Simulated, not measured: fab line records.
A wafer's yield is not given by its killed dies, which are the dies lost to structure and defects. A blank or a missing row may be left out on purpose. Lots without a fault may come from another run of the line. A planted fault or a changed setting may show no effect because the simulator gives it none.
fab line records	flow nand-harc
[record] lots = 7	wafers = 21	last-day = 24
route steps=1159 shown A_CHANNEL_HOLE_D1@487 A_CHANNEL_FILL_D1@490 END@1159
lots untouched by any fault: they come from a run of this same line in which no faults occurred
start-h: the number of hours between the record's first day and the start of the first shown wafer of the lot	wait-h: hours from the lot's prior step to this one	" repeats the value in the row above	L1.1+2: a row that stands for several wafers	- no value, or no start was given	* or withheld: withheld	< > ~ a bound
route shown NAME@n: NAME is a module with steps in the file, n the number in the route of the first one	usual: mean and standard deviation over wafers with no fault	same: alike in all rows	chamber/n: place in a boat	sites: each site's reading	_std_site: the values' standard deviation	_edge_site: outer sites' mean less inner sites'	radius-mm: how far each site lies from the wafer's centre	mask NAME#n: copy n	behind: tool/chamber where the wafer was last shaped	hold: why the lot was held/for how many hours/how that ended	device: whichever transistor did not switch (one of n, p or np)	end of line: tests run on the same wafers once the route is complete	where a step has no rows: the recipe by itself	killed: dies that structure and defects cost at the first sort, which is not the same as the wafer's yield	map: per-die view of a wafer (x killed, . not killed, _ where there is no die)
set.NAME: the run value of the setting; set.NAME@STEP: its run value at that earlier step	model.NAME: the simulator's own value behind a step, which no gauge read
lots at selected steps of the route; one table per step, one row per wafer
services: when a tool's chamber went out of use (start-h, in hours from the record's first day, below 0 if earlier), for how many hours, and the reason
[[steps]]
[step NHARC_A_CHANNEL_HOLE_D1_CD_MEAS_30]
[usual] cd-nm = 89.8/1.7
lot.wafer	tool	chamber	start-h	wait-h	cd-nm
L848.2	cd-sem-02	-	194.22	-	87.3
L848.4	"	-	"	"	92.1
L848.5	"	-	"	"	89.8
L852.2	cd-sem-01	-	207.13	-	89.6
L852.3	"	-	"	"	88.8
L852.5	"	-	"	"	91.8
L856.1	cd-sem-03	-	230.77	-	91.5
L856.3	"	-	"	"	86.3
L856.4	"	-	"	"	89.0
L865.1	cd-sem-02	-	283.11	-	89.7
L865.3	"	-	"	"	89.8
L865.5	"	-	"	"	90.3
L866.3	cd-sem-02	-	302.21	-	90.0
L866.4	"	-	"	"	90.4
L866.5	"	-	"	"	90.9
L868.2	cd-sem-01	-	303.26	-	91.5
L868.4	"	-	"	"	94.4
L868.5	"	-	"	"	90.9
L870.1	cd-sem-01	-	318.30	-	91.0
L870.2	"	-	"	"	92.0
L870.5	"	-	"	"	90.2
[step NHARC_A_CHANNEL_HOLE_D1_XSEM_31]
[recipe] landing-energy-ev = 35000
[step NHARC_A_CHANNEL_HOLE_D1_INSPECT_40]
[usual] raw-defect-count = 62/18
lot.wafer	tool	chamber	start-h	wait-h	raw-defect-count
L848.2	defect-inspect-02	-	194.40	-	47
L848.4	"	-	"	"	86
L848.5	"	-	"	"	63
L852.2	defect-inspect-01	-	207.33	-	52
L852.3	"	-	"	"	72
L852.5	"	-	"	"	50
L856.1	defect-inspect-02	-	230.95	-	53
L856.3	"	-	"	"	64
L856.4	"	-	"	"	60
L865.1	defect-inspect-02	-	283.30	-	71
L865.3	"	-	"	"	65
L865.5	"	-	"	"	93
L866.3	defect-inspect-01	-	302.39	-	75
L866.4	"	-	"	"	69
L866.5	"	-	"	"	57
L868.2	defect-inspect-01	-	303.44	-	84
L868.4	"	-	"	"	78
L868.5	"	-	"	"	73
L870.1	defect-inspect-01	-	318.50	-	69
L870.2	"	-	"	"	47
L870.5	"	-	"	"	37
[step NHARC_A_CHANNEL_FILL_D1_PRECLEAN_00]
[recipe] time-s = *	temp-c = 50	bath-age-min = 0	chemistry = SC1
[step NHARC_A_CHANNEL_FILL_D1_SRD_01]
[step NHARC_A_CHANNEL_FILL_D1_ALD_02]
[recipe] target-thk-a = 60	pulse-time-s = 10	ald-cycles = 60	temp-c = 300	material = SiO2
[usual] heater-power-w = 476/35	precursor-pulse-height-rel = 1.000/0.019
lot.wafer	tool	chamber	start-h	wait-h	heater-power-w	precursor-pulse-height-rel
L848.4	ald-hk-02	1	194.67	-	464	0.993
L848.2	"	0	"	"	442	1.003
L848.5	"	2	"	"	527	1.024
L852.2	ald-hk-02	0	207.59	-	429	1.005
L852.3	"	2	"	"	522	0.999
L852.5	"	0	"	"	439	1.001
L856.3	ald-hk-02	1	234.46	-	462	0.982
L856.1	"	3	"	"	518	0.982
L856.4	"	0	"	"	453	0.997
L865.3	ald-hk-01	0	283.64	-	512	0.992
L865.1	"	2	"	"	467	0.993
L865.5	"	3	"	"	473	0.998
L866.4	ald-hk-01	0	302.60	-	521	1.023
L866.3	"	2	"	"	472	0.991
L866.5	"	0	"	"	513	1.020
L868.2	ald-hk-01	0	303.63	-	511	0.994
L868.4	"	3	"	"	472	1.016
L868.5	"	0	"	"	506	1.015
L870.1	ald-hk-01	3	318.69	-	482	0.977
L870.2	"	1	"	"	432	0.991
L870.5	"	0	"	"	519	1.007
[step NHARC_A_CHANNEL_FILL_D1_ALD_03]
[recipe] target-thk-a = 60	pulse-time-s = 60	ald-cycles = 58	temp-c = 630	pressure-torr = 2	material = SiNx
[usual] precursor-pulse-height-rel = 1.001/0.019
lot.wafer	tool	chamber	start-h	wait-h	precursor-pulse-height-rel
L848.2	ald-sin-batch-03	0	-	-	1.046
L848.4	"	0	"	"	0.991
L848.5	"	0	"	"	0.994
L852.2	ald-sin-batch-02	0	-	-	0.981
L852.3	"	0	"	"	1.010
L852.5	"	0	"	"	0.976
L856.1	ald-sin-batch-03	0	-	-	1.041
L856.3	"	0	"	"	0.976
L856.4	"	0	"	"	1.001
L865.1	ald-sin-batch-03	0	-	-	0.946
L865.3	"	0	"	"	1.018
L865.5	"	0	"	"	0.967
L866.3	ald-sin-batch-03	0	-	-	1.017
L866.4	"	0	"	"	1.040
L866.5	"	0	"	"	1.031
L868.2	ald-sin-batch-03	0	-	-	0.972
L868.4	"	0	"	"	0.988
L868.5	"	0	"	"	0.982
L870.1	ald-sin-batch-01	0	-	-	0.994
L870.2	"	0	"	"	1.014
L870.5	"	0	"	"	1.008
[step NHARC_A_CHANNEL_FILL_D1_ALD_14]
[recipe] target-thk-a = 25	pulse-time-s = 10	ald-cycles = 25	temp-c = 300	material = SiO2
[usual] heater-power-w = 474/37	precursor-pulse-height-rel = 0.998/0.02
lot.wafer	tool	chamber	start-h	wait-h	heater-power-w	precursor-pulse-height-rel
L848.4	ald-hk-04	3	201.67	0.1	420	0.995
L848.2	"	1	"	"	428	0.999
L848.5	"	3	"	"	427	0.996
L852.2	ald-hk-01	2	214.55	0.1	492	1.007
L852.3	"	0	"	"	503	0.996
L852.5	"	1	"	"	444	0.995
L856.4	ald-hk-01	1	241.48	0.0	444	0.997
L856.1	"	2	"	"	476	0.981
L856.3	"	3	"	"	465	0.950
L865.1	ald-hk-02	2	290.99	0.0	533	1.016
L865.3	"	3	"	"	528	1.044
L865.5	"	2	"	"	526	0.999
L866.3	ald-hk-02	0	309.60	0.1	433	1.028
L866.4	"	2	"	"	539	1.019
L866.5	"	0	"	"	433	1.030
L868.2	ald-hk-02	1	309.78	0.3	462	0.989
L868.4	"	0	"	"	436	1.005
L868.5	"	1	"	"	454	0.953
L870.2	ald-hk-02	1	325.72	0.1	462	0.981
L870.1	"	2	"	"	532	1.017
L870.5	"	0	"	"	431	1.031
[step NHARC_A_CHANNEL_FILL_D1_ALD_15]
[recipe] target-thk-a = 20	pulse-time-s = 60	ald-cycles = 19	temp-c = 630	pressure-torr = 2	material = SiNx
[usual] precursor-pulse-height-rel = 1.000/0.02
lot.wafer	tool	chamber	start-h	wait-h	precursor-pulse-height-rel
L848.2	ald-sin-batch-01	0	-	-	1.006
L848.4	"	0	"	"	0.969
L848.5	"	0	"	"	1.040
L852.2	ald-sin-batch-02	0	-	-	0.966
L852.3	"	0	"	"	1.034
L852.5	"	0	"	"	0.973
L856.1	ald-sin-batch-02	0	-	-	0.987
L856.3	"	0	"	"	0.978
L856.4	"	0	"	"	1.001
L865.1	ald-sin-batch-01	0	-	-	0.984
L865.3	"	0	"	"	1.007
L865.5	"	0	"	"	1.024
L866.3	ald-sin-batch-02	0	-	-	0.998
L866.4	"	0	"	"	1.015
L866.5	"	0	"	"	1.023
L868.2	ald-sin-batch-02	0	-	-	1.050
L868.4	"	0	"	"	0.986
L868.5	"	0	"	"	0.993
L870.1	ald-sin-batch-01	0	-	-	1.009
L870.2	"	0	"	"	0.974
L870.5	"	0	"	"	0.974
[step NHARC_A_CHANNEL_FILL_D1_ALD_16]
[recipe] target-thk-a = 15	pulse-time-s = 10	ald-cycles = 15	temp-c = 300	material = SiO2
[step NHARC_A_CHANNEL_FILL_D1_ANNEAL_17]
[recipe] temp-c = 850	time-s = 1800
[step NHARC_A_CHANNEL_FILL_D1_CVD_18]
[recipe] target-thk-a = 30	temp-c = 550	material = poly-Si
[step NHARC_A_CHANNEL_FILL_D1_ETCHBACK_19]
[recipe] target-depth-a = 50	time-s = 1.7	hbr-flow-sccm = 150	cl2-flow-sccm = 50	rf-w = 400	icp-w = 400	bias-w = 100	chemistry = HBr/Cl2
[usual] bias-w = 100.0/0.32	chamber-pressure-mTorr = 14.999/0.012	drypump-motor-current-A = 5.8/0.53	oes-product-au = 1.002/0.015	throttle-valve-pct = 26.406/0.0094
lot.wafer	tool	chamber	start-h	wait-h	bias-w	chamber-pressure-mTorr	drypump-motor-current-A	oes-product-au	rf-hours-counter-h	throttle-valve-pct
L848.4	rie-si-05	0	218.66	0.4	100.1	15.010	6.1	0.978	1.5	26.427
L848.2	"	2	"	"	99.9	15.018	5.5	1.005	1.4	26.412
L848.5	"	1	"	"	100.2	15.003	5.9	0.996	-	26.411
L852.2	rie-si-01	2	231.85	0.4	100.3	14.978	5.4	0.982	0.7	26.396
L852.3	"	0	"	"	100.3	15.026	6.1	1.015	0.9	26.395
L852.5	"	1	"	"	99.8	15.013	5.5	1.012	-	26.410
L856.1	rie-si-05	1	258.29	0.4	100.1	15.012	5.9	0.997	0.1	26.386
L856.4	"	3	"	"	100.6	15.013	5.1	0.988	0.1	26.424
L856.3	"	0	"	"	100.0	15.020	6.1	1.000	0.1	26.411
L865.3	rie-si-05	0	308.90	0.4	-	-	-	-	-	-
L865.1	"	2	"	"	-	-	-	-	-	-
L865.5	"	2	"	"	-	-	-	-	-	-
L868.4	rie-si-05	3	326.62	0.4	-	-	-	-	-	-
L868.2	"	0	"	"	-	-	-	-	-	-
L868.5	"	0	"	"	-	-	-	-	-	-
L866.4	rie-si-01	2	326.63	0.4	-	-	-	-	-	-
L866.3	"	3	"	"	-	-	-	-	-	-
L866.5	"	2	"	"	-	-	-	-	-	-
L870.1	rie-si-01	0	343.41	0.4	100.5	15.012	6.2	1.019	0.1	26.418
L870.2	"	1	"	"	100.5	15.016	5.5	1.007	0.2	26.408
L870.5	"	0	"	"	100.3	14.991	6.1	1.009	-	26.410
[step NHARC_A_CHANNEL_FILL_D1_ETCHBACK_20]
[recipe] target-depth-a = 270	time-s = 13.5	c4f8-flow-sccm = withheld	o2-flow-sccm = 8	ar-flow-sccm = withheld	rf-w = 600	bias-w = 1500	chemistry = C4F8/O2/Ar
[usual] bias-w = 1500/4.5	chamber-pressure-mTorr = 25.002/0.021	oes-product-au = 0.97/0.038	rf-vpp-V = 981/6.3
lot.wafer	tool	chamber	start-h	wait-h	bias-w	chamber-pressure-mTorr	oes-product-au	rf-hours-counter-h	rf-vpp-V
L848.4	rie-diel-12	3	218.78	-	1507	24.984	0.98	0	983
L848.2	"	2	"	"	1498	25.024	0.99	0	983
L848.5	"	0	"	"	1497	24.994	0.98	-	987
L852.3	rie-diel-09	2	231.96	-	1500	24.994	0.93	6	971
L852.2	"	1	"	"	1497	25.007	0.94	6	971
L852.5	"	3	"	"	1505	24.999	0.89	-	987
L856.1	rie-diel-12	1	258.43	-	1497	24.997	1.00	1	987
L856.4	"	2	"	"	1495	24.982	0.98	1	983
L856.3	"	3	"	"	1493	25.007	0.98	1	983
L865.1	rie-diel-09	0	309.04	-	1495	24.976	1.00	1	984
L865.3	"	1	"	"	1492	24.956	1.01	1	972
L865.5	"	1	"	"	1493	25.012	1.00	-	970
L866.4	rie-diel-09	2	326.75	-	1495	25.005	1.00	2	969
L866.3	"	3	"	"	1490	24.990	0.98	2	986
L866.5	"	2	"	"	1489	25.037	1.00	-	971
L868.4	rie-diel-12	0	326.75	-	1500	24.997	0.91	3	986
L868.2	"	1	"	"	1502	24.968	0.92	3	986
L868.5	"	0	"	"	1500	25.009	0.92	-	987
L870.1	rie-diel-08	1	343.53	-	1497	24.985	1.01	4	979
L870.2	"	3	"	"	1503	24.996	1.02	5	986
L870.5	"	0	"	"	1503	24.998	0.98	-	980
[step NHARC_END_SORT_01]
[recipe] temp-c = 25
[usual] killed-at-array = 25/7.8	killed-at-other = 0.6/0.81	killed-at-periphery = 3.3/2.2	killed-dies = 29/8.2	killed-open = 3.5/1.9	killed-short = 1.8/1.3
[same] gross-dies = 677
lot.wafer	tool	chamber	start-h	wait-h	killed-at-array	killed-at-other	killed-at-periphery	killed-dies	killed-open	killed-short
L856.1	prober-02	0	498.01	2.5	16	0	3	19	1	0
L865.1	prober-02	0	540.45	2.5	674	1	2	677	1	4
L865.3	prober-02	0	542.08	3.2	675	0	2	677	4	2
L865.5	prober-02	0	543.72	3.8	675	1	1	677	4	1
L868.2	prober-01	0	557.81	2.8	674	0	3	677	2	1
L868.4	prober-01	0	559.38	3.4	677	0	0	677	3	4
L868.5	prober-01	0	560.17	3.6	676	1	0	677	7	2
L866.3	prober-01	0	568.27	3.1	670	1	6	677	6	0
L866.4	prober-01	0	569.07	3.4	670	2	5	677	7	4
L866.5	prober-01	0	569.87	3.7	674	1	2	677	1	1
// killed by level:class
L856.1 A_CHANNEL_HOLE_D1:chamber-film-flake=6 P_STI:chamber-film-flake=3 A_WL_FILL:chamber-film-flake=3 A_STAIRCASE:chamber-film-flake=2 A_SLIT:chamber-film-flake=2 A_WL_FILL:geometric-particle:open=1 A_ZERO_WELL:chamber-film-flake=1 A_CONTACT:chamber-film-flake=1
L865.1 A_CHANNEL_FILL_D1:area-etchback=654 A_CHANNEL_HOLE_D1:chamber-film-flake=16 P_CONTACT:geometric-particle:short=1 A_ONON_D1:geometric-particle:short=1 A_WL_FILL:geometric-particle:short=1 A_WL_FILL:geometric-particle:open=1 P_ZERO_WELL:chamber-film-flake=1 STARTING-WAFER:geometric-particle:short=1
L865.3 A_CHANNEL_FILL_D1:area-etchback=658 A_CHANNEL_HOLE_D1:chamber-film-flake=7 A_M0:chamber-film-flake=3 P_CONTACT:geometric-particle:open=1 P_M0:geometric-particle:open=1 A_WL_FILL:geometric-particle:short=1 A_CONTACT:geometric-particle:short=1 A_BLC:geometric-particle:open=1
L865.5 A_CHANNEL_FILL_D1:area-etchback=660 A_CHANNEL_HOLE_D1:chamber-film-flake=8 A_WL_FILL:geometric-particle:open=2 A_M0:chamber-film-flake=2 A_ONON_D1:geometric-particle:open=1 A_CONTACT:geometric-particle:short=1 A_BLC:geometric-particle:open=1 P_STI:chamber-film-flake=1
L868.2 A_CHANNEL_FILL_D1:area-etchback=655 A_CONTACT:chamber-film-flake=11 A_CHANNEL_HOLE_D1:chamber-film-flake=5 P_GATE:geometric-particle:open=1 A_CHANNEL_FILL_D1:geometric-particle:open=1 A_CHANNEL_FILL_D1:geometric-particle:short=1 P_M0:chamber-film-flake=1 P_BONDPAD:chamber-film-flake=1
L868.4 A_CHANNEL_FILL_D1:area-etchback=652 A_CONTACT:chamber-film-flake=14 A_ONON_D1:geometric-particle:short=3 A_CHANNEL_HOLE_D1:chamber-film-flake=3 A_ONON_D1:geometric-particle:open=1 A_CHANNEL_FILL_D1:geometric-particle:open=1 A_WL_FILL:geometric-particle:short=1 A_M0:geometric-particle:open=1
L868.5 A_CHANNEL_FILL_D1:area-etchback=640 A_CONTACT:chamber-film-flake=17 A_STAIRCASE:chamber-film-flake=6 A_CHANNEL_HOLE_D1:chamber-film-flake=5 A_M0:geometric-particle:open=2 A_ONON_D1:geometric-particle:short=1 A_CHANNEL_HOLE_D1:geometric-particle:open=1 A_SGD_CUT:geometric-particle:open=1
L866.3 A_CHANNEL_FILL_D1:area-etchback=642 A_CHANNEL_HOLE_D1:chamber-film-flake=17 A_CONTACT:chamber-film-flake=5 P_ZERO_WELL:chamber-film-flake=4 A_STAIRCASE:chamber-film-flake=2 P_CONTACT:geometric-particle:open=1 P_M0:geometric-particle:open=1 A_CHANNEL_FILL_D1:geometric-particle:open=1
L866.4 A_CHANNEL_FILL_D1:area-etchback=649 A_CHANNEL_HOLE_D1:chamber-film-flake=7 A_STAIRCASE:chamber-film-flake=3 P_CONTACT:geometric-particle:open=2 A_CHANNEL_FILL_D1:geometric-particle:open=2 A_M0:geometric-particle:open=2 A_CONTACT:chamber-film-flake=2 A_CHANNEL_HOLE_D1:geometric-particle:short=1
L866.5 A_CHANNEL_FILL_D1:area-etchback=655 A_CHANNEL_HOLE_D1:chamber-film-flake=14 P_GATE:chamber-film-flake=2 A_STAIRCASE:chamber-film-flake=2 A_WL_FILL:geometric-particle:short=1 STARTING-WAFER:geometric-particle:open=1 A_ZERO_WELL:chamber-film-flake=1 A_CONTACT:chamber-film-flake=1
// map L865.1 (x killed, . not)
____________x____________
_________xxxxxxx_________
_______xxxxxxxxxxx_______
______xxxxxxxxxxxxx______
_____xxxxxxxxxxxxxxx_____
____xxxxxxxxxxxxxxxxx____
____xxxxxxxxxxxxxxxxx____
___xxxxxxxxxxxxxxxxxxx___
___xxxxxxxxxxxxxxxxxxx___
__xxxxxxxxxxxxxxxxxxxxx__
__xxxxxxxxxxxxxxxxxxxxx__
_xxxxxxxxxxxxxxxxxxxxxxx_
_xxxxxxxxxxxxxxxxxxxxxxx_
_xxxxxxxxxxxxxxxxxxxxxxx_
_xxxxxxxxxxxxxxxxxxxxxxx_
_xxxxxxxxxxxxxxxxxxxxxxx_
xxxxxxxxxxxxxxxxxxxxxxxxx
xxxxxxxxxxxxxxxxxxxxxxxxx
xxxxxxxxxxxxxxxxxxxxxxxxx
xxxxxxxxxxxxxxxxxxxxxxxxx
xxxxxxxxxxxxxxxxxxxxxxxxx
_xxxxxxxxxxxxxxxxxxxxxxx_
_xxxxxxxxxxxxxxxxxxxxxxx_
_xxxxxxxxxxxxxxxxxxxxxxx_
_xxxxxxxxxxxxxxxxxxxxxxx_
_xxxxxxxxxxxxxxxxxxxxxxx_
__xxxxxxxxxxxxxxxxxxxxx__
__xxxxxxxxxxxxxxxxxxxxx__
___xxxxxxxxxxxxxxxxxxx___
___xxxxxxxxxxxxxxxxxxx___
____xxxxxxxxxxxxxxxxx____
____xxxxxxxxxxxxxxxxx____
_____xxxxxxxxxxxxxxx_____
______xxxxxxxxxxxxx______
_______xxxxxxxxxxx_______
_________xxxxxxx_________
____________x____________
// map L866.3 (x killed, . not)
____________x____________
_________xxxxxxx_________
_______xxxxxxxxxxx_______
______xxxxxxxxxxxxx______
_____xxxxxxxxxxxxxxx_____
____xxxxxxxxxxxxxxxxx____
____xxxxxxxxxxxxxxxxx____
___xxxxxxxxxxxxxxxxxxx___
___xxxxxxxxxxxxxxxxxxx___
__xxxxxxxxxxxxxxxxxxxxx__
__xxxxxxxxxxxxxxxxxxxxx__
_xxxxxxxxxxxxxxxxxxxxxxx_
_xxxxxxxxxxxxxxxxxxxxxxx_
_xxxxxxxxxxxxxxxxxxxxxxx_
_xxxxxxxxxxxxxxxxxxxxxxx_
_xxxxxxxxxxxxxxxxxxxxxxx_
xxxxxxxxxxxxxxxxxxxxxxxxx
xxxxxxxxxxxxxxxxxxxxxxxxx
xxxxxxxxxxxxxxxxxxxxxxxxx
xxxxxxxxxxxxxxxxxxxxxxxxx
xxxxxxxxxxxxxxxxxxxxxxxxx
_xxxxxxxxxxxxxxxxxxxxxxx_
_xxxxxxxxxxxxxxxxxxxxxxx_
_xxxxxxxxxxxxxxxxxxxxxxx_
_xxxxxxxxxxxxxxxxxxxxxxx_
_xxxxxxxxxxxxxxxxxxxxxxx_
__xxxxxxxxxxxxxxxxxxxxx__
__xxxxxxxxxxxxxxxxxxxxx__
___xxxxxxxxxxxxxxxxxxx___
___xxxxxxxxxxxxxxxxxxx___
____xxxxxxxxxxxxxxxxx____
____xxxxxxxxxxxxxxxxx____
_____xxxxxxxxxxxxxxx_____
______xxxxxxxxxxxxx______
_______xxxxxxxxxxx_______
_________xxxxxxx_________
____________x____________
[[services]]
tool	chamber	start-h	hours	kind
rie-si-01	2	170.73	8.3	repair
ald-hk-04	-	172.38	1.5	repair
rie-si-01	-	174.22	0.7	repair
rie-si-01	-	181.37	0.3	repair
rie-si-05	1	186.36	5.7	repair
rie-diel-09	0	188.86	5.0	repair
ald-hk-04	-	189.11	10.0	pm
ald-hk-02	-	191.43	0.3	repair
rie-diel-12	-	202.43	9.0	pm
rie-diel-09	0	213.18	11.1	repair
ald-hk-01	-	229.23	10.0	pm
rie-si-05	-	239.00	9.0	pm
rie-diel-09	1	249.82	16.5	repair
rie-si-01	1	253.67	3.6	repair
rie-diel-09	-	254.10	9.0	pm
ald-sin-batch-01	-	255.99	16.4	repair
rie-si-01	-	256.83	1.3	repair
ald-hk-02	-	280.82	10.0	pm
rie-si-05	1	296.67	23.0	repair
ald-hk-01	-	301.37	1.0	repair
rie-si-05	3	301.39	1.9	repair
rie-si-01	-	304.00	9.0	pm
ald-sin-batch-03	-	314.00	26.0	pm
rie-diel-12	2	333.94	2.4	repair
[[key]]
[first-sign] step = NHARC_A_CHANNEL_FILL_D1_ETCHBACK_19	reading = tool-record	direction = missing
[effect] step = NHARC_END_SORT_01	reading = killed-at-array	direction = up	sigmas = 83	usual = 25	struck = 674
[more-kills-born-at] NHARC_A_CHANNEL_FILL_D1_ETCHBACK_19@rie-si-05 = 3919	NHARC_A_CHANNEL_FILL_D1_ETCHBACK_19@rie-si-01 = 1946
met-at NHARC_A_CHANNEL_FILL_D1_ETCHBACK_19
struck-wafers L865.1,L865.3,L865.5,L866.3,L866.4,L866.5,L868.2,L868.4,L868.5
later-rows-left-out L865.1,L865.3,L865.5,L866.3,L866.4,L866.5,L868.2,L868.4,L868.5
tester-left-out L865,L866,L868
onset-between 258.29 308.90
[fault] kind = skipped-step-whole	tool = rie-si-01,rie-si-05	chamber = -	onset-h = 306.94	steps = NHARC_A_CHANNEL_FILL_D1_ETCHBACK_19	scope = struck-lots-only
// tester-left-out: of these lots the tester's yield and bins aren't shown, on N5 and GAA mostly nor the transistor test; their killed dies are dies lost to structure and defects alone, not to doping, threshold or leakage, so they don't give the yield
// later-rows-left-out: the simulator's readings of these wafers behind a module that went badly wrong aren't trusted and aren't shown, but for the sort
